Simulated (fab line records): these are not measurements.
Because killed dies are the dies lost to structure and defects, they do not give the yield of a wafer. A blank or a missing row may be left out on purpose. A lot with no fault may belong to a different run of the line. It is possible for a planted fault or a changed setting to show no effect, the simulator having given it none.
Split-lot experiment | flow n5-finfet | route with 1938 steps; 7 lots, 21 wafers read

== THE SPLIT ITSELF ==
At N5_BEOL_M2_DESCUM_16 (chemistry O2, time 7 s), the setting time-s was moved away from the recipe's 7 s on 7 of the 21 wafers read, by -19.7% to +21.4%. The other wafers ran this setting at the recipe's value.

Reading taken at the split's own step.

== THE READING ==
CAR-EUV_of_BEOL_M2_COAT_05.thk-nm (the simulator's own value, which no gauge read), in nm, at N5_BEOL_M2_DESCUM_16 (chemistry O2, time 7 s). The file gives no usual value for it. Average 26.2 nm, standard deviation 0.052 nm, over the 14 wafers here run with the recipe.

wafer  | tool, chamber at the split | time-s as run, s | against the recipe | CAR-EUV_of_BEOL_M2_COAT_05.thk-nm, nm | against lot-mates on the recipe
L076.1 | rie-diel-01, 0             | 6.045            | -13.6%             | 26.6                                  | +0.4
L076.6 | rie-diel-01, 0             | 6.045            | -13.6%             | 26.6                                  | +0.4
L076.4 | rie-diel-01, 3             | 7                | recipe             | 26.2                                  | -
L079.1 | rie-diel-03, 1             | 5.62             | -19.7%             | 26.8                                  | +0.7
L079.3 | rie-diel-03, 0             | 7                | recipe             | 26                                    | -
L079.6 | rie-diel-03, 3             | 7                | recipe             | 26.2                                  | -
L080.1 | rie-diel-01, 2             | 8.498            | +21.4%             | 25.4                                  | -0.8
L080.3 | rie-diel-01, 3,0           | 7                | recipe             | 26.2                                  | -
L080.4 | rie-diel-01, 3,0           | 7                | recipe             | 26.2                                  | -
L082.2 | rie-diel-03, 1,3,2         | 7                | recipe             | 26.2                                  | -
L082.3 | rie-diel-03, 1,3,2         | 7                | recipe             | 26.2                                  | -
L082.5 | rie-diel-03, 1,3,2         | 7                | recipe             | 26.2                                  | -
L086.2 | rie-diel-03, 1,0,1         | 7                | recipe             | 26.2                                  | -
L086.3 | rie-diel-03, 1,0,1         | 7                | recipe             | 26.2                                  | -
L086.5 | rie-diel-03, 1,0,1         | 7                | recipe             | 26.2                                  | -
L089.2 | rie-diel-01, 0             | 7.649            | +9.3%              | 25.8                                  | -0.4
L089.4 | rie-diel-01, 2,0           | 7                | recipe             | 26.2                                  | -
L089.6 | rie-diel-01, 2,0           | 7                | recipe             | 26.2                                  | -
L090.1 | rie-diel-03, 2             | 5.696            | -18.6%             | 26.6                                  | +0.4
L090.5 | rie-diel-03, 1             | 5.696            | -18.6%             | 26.8                                  | +0.6
L090.6 | rie-diel-03, 0             | 7                | recipe             | 26.2                                  | -
When a row names more than one chamber, that row covers several wafers, and the file does not tell which wafer ran in which chamber.

FIT RESULTS
A straight line over all 21 wafers: CAR-EUV_of_BEOL_M2_COAT_05.thk-nm changes by -0.032 nm for each +1% of time-s; r = -0.98; the points scatter about the line by 0.066 nm.
The same after taking each lot's own level away (the mean of its wafers on the recipe; 21 wafers): -0.0327 nm for each +1%; r = -0.98; scatter 0.065 nm.
According to that fit, moving time-s by its largest amount changes the reading by 0.7 nm.
Measured against the standard deviation above, the lots' own levels, which go from 26.10 to 26.20 nm, span 1.9 times it.
So the lot-to-lot level changes the slope little: the two slopes agree.
Check: -0.677 nm against its lot-mates is what the line predicts for one of the wafers moved furthest among these (+21.4%) when that wafer is left out of the fit. It came out at -0.8 nm against them.

== THESE WAFERS: OTHER SPLITS ==
Before the reading, these wafers also passed through other splits. Each is held against what the fit with the lots' levels taken away leaves over:
other split on the same wafers | wafers away from the commonest value | r with CAR-EUV_of_BEOL_M2_COAT_05.thk-nm (lot level and that fit taken away)
N5_BEOL_M1_ETCH_64 source-w    | 10                                   | -0.09
N5_BEOL_M1_COAT_22 spin-rpm    | 7                                    | +0.13

== THE FILE'S OWN FIT ==
CAR-EUV_of_BEOL_M2_COAT_05.thk-nm changes by -0.0337 nm for each +1% of time-s, r = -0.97.
